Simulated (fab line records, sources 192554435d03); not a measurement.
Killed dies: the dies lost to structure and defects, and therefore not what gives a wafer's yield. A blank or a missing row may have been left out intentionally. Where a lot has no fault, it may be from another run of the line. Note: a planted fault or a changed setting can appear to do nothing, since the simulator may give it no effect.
Chamber matching || flow n5 finfet || N5_HKMG_FIN_CMP_94 on cmp-04 has 4 sister chambers
The step polishes, stops on SiNx, t overpolish 4.7 s, target thk 43.299 nm. 8 wafers are shown with their chamber, then 8 later ones without.

EACH WAFER AND ITS CHAMBER
{"wafer": "L080.2", "chamber": 2, "motor current A (A)": 13.4, "slurry filter dp kPa (kPa)": 13.56}
{"wafer": "L081.1", "chamber": 2, "motor current A (A)": 13.2, "slurry filter dp kPa (kPa)": 13.60}
{"wafer": "L081.2", "chamber": 0, "motor current A (A)": 13.4, "slurry filter dp kPa (kPa)": 13.49}
{"wafer": "L081.3", "chamber": 3, "motor current A (A)": 12.1, "slurry filter dp kPa (kPa)": 13.41}
{"wafer": "L082.3", "chamber": 3, "motor current A (A)": 11.6, "slurry filter dp kPa (kPa)": 13.60}
{"wafer": "L084.3", "chamber": 0, "motor current A (A)": 13.4, "slurry filter dp kPa (kPa)": 13.46}
{"wafer": "L084.6", "chamber": 1, "motor current A (A)": 13.0, "slurry filter dp kPa (kPa)": 13.29}
{"wafer": "L088.2", "chamber": 1, "motor current A (A)": 13.0, "slurry filter dp kPa (kPa)": 13.78}

WAFERS MISSING THEIR CHAMBER
{"wafer": "L088.3", "motor current A (A)": 13.4, "slurry filter dp kPa (kPa)": 13.50}
{"wafer": "L088.5", "motor current A (A)": 13.3, "slurry filter dp kPa (kPa)": 13.67}
{"wafer": "L090.1", "motor current A (A)": 11.4, "slurry filter dp kPa (kPa)": 13.54}
{"wafer": "L090.2", "motor current A (A)": 13.6, "slurry filter dp kPa (kPa)": 13.30}
{"wafer": "L090.3", "motor current A (A)": 12.8, "slurry filter dp kPa (kPa)": 13.49}
{"wafer": "L092.4", "motor current A (A)": 13.4, "slurry filter dp kPa (kPa)": 13.26}
{"wafer": "L092.5", "motor current A (A)": 13.3, "slurry filter dp kPa (kPa)": 13.73}
{"wafer": "L092.6", "motor current A (A)": 13.0, "slurry filter dp kPa (kPa)": 13.51}

THE CHAMBER EACH PASSED THROUGH
{"wafer": "L088.3", "from the rows above": "can't be placed: 0 or 2 or 1", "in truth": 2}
{"wafer": "L088.5", "from the rows above": "can't be placed: 2 or 0 or 1", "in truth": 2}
{"wafer": "L090.1", "from the rows above": 3, "in truth": 3}
{"wafer": "L090.2", "from the rows above": "can't be placed: 0 or 2 or 1", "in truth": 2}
{"wafer": "L090.3", "from the rows above": "can't be placed: 1 or 2", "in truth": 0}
{"wafer": "L092.4", "from the rows above": "can't be placed: 0 or 2 or 1", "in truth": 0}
{"wafer": "L092.5", "from the rows above": "can't be placed: 2 or 0 or 1", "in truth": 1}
{"wafer": "L092.6", "from the rows above": "can't be placed: 1 or 2 or 0", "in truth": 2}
1 of 8 placed correctly. Unplaceable from these rows: 7, with the true chamber sitting among the candidates in 6. Placed wrongly: 0.
How it was worked out, from the rows above alone: a wafer's distance from a chamber is the root of the sum, over the readings, of the square of ((its reading less the chamber's mean) divided by the reading's scatter). If the next closest chamber is less than 2 further off than the closest, the wafer can't be placed; otherwise it belongs to the closest. The mean given for a chamber averages the wafers shown for that chamber. The scatter: take each reading less its chamber's mean, square it, sum over the shown wafers, divide by the number of wafers less the number of chambers, and take the root.
